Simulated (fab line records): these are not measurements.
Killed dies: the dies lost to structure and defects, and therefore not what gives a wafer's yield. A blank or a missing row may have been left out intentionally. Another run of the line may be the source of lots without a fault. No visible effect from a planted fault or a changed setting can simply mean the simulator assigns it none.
Matching of chambers || flow n5 finfet || N5_SD_EPI_P_DESCUM_14 on rie diel-05 has 4 sister chambers
The step chemistry O2, time 7.9 s. 4 wafers are shown with their chamber, then 11 later ones without.

== WAFERS PAIRED WITH THEIR CHAMBERS ==
{"wafer": "L087.6", "chamber": 2, "throttle valve pct (%)": 20.13}
{"wafer": "L089.2", "chamber": 3, "throttle valve pct (%)": 20.62}
{"wafer": "L089.4", "chamber": 0, "throttle valve pct (%)": 20.95}
{"wafer": "L090.3", "chamber": 1, "throttle valve pct (%)": 20.19}

== WAFERS WITH NO CHAMBER GIVEN ==
{"wafer": "L090.4", "throttle valve pct (%)": 20.15}
{"wafer": "L090.6", "throttle valve pct (%)": 20.64}
{"wafer": "L091.1", "throttle valve pct (%)": 20.14}
{"wafer": "L091.2", "throttle valve pct (%)": 20.20}
{"wafer": "L091.3", "throttle valve pct (%)": 20.95}
{"wafer": "L091.4", "throttle valve pct (%)": 20.63}
{"wafer": "L091.5", "throttle valve pct (%)": 20.18}
{"wafer": "L091.6", "throttle valve pct (%)": 20.15}
{"wafer": "L093.4", "throttle valve pct (%)": 20.15}
{"wafer": "L093.5", "throttle valve pct (%)": 20.95}
{"wafer": "L093.6", "throttle valve pct (%)": 20.62}

== THE CHAMBER EACH PASSED THROUGH ==
{"wafer": "L090.4", "from the rows above": "can't be placed: 2 or 1", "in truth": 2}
{"wafer": "L090.6", "from the rows above": 3, "in truth": 3}
{"wafer": "L091.1", "from the rows above": 2, "in truth": 2}
{"wafer": "L091.2", "from the rows above": 1, "in truth": 1}
{"wafer": "L091.3", "from the rows above": 0, "in truth": 0}
{"wafer": "L091.4", "from the rows above": 3, "in truth": 3}
{"wafer": "L091.5", "from the rows above": 1, "in truth": 1}
{"wafer": "L091.6", "from the rows above": "can't be placed: 2 or 1", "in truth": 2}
{"wafer": "L093.4", "from the rows above": "can't be placed: 2 or 1", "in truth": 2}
{"wafer": "L093.5", "from the rows above": 0, "in truth": 0}
{"wafer": "L093.6", "from the rows above": 3, "in truth": 3}
Correctly placed: 8 of 11. Not placeable from these rows: 3 (in 3, the candidates include the true chamber). Number placed wrongly: 0.
How it was worked out, from the rows above alone: a wafer's distance from a chamber is the root of the sum, over the readings, of the square of ((its reading less the chamber's mean) divided by the reading's scatter). The wafer belongs to the nearest chamber; if the next one is less than 2 further off, it can't be placed. For every chamber, the mean is computed from those of its wafers that are shown. The scatter: root of mean squared gap, hidden wafer to nearest shown wafer, with one shown wafer a chamber.
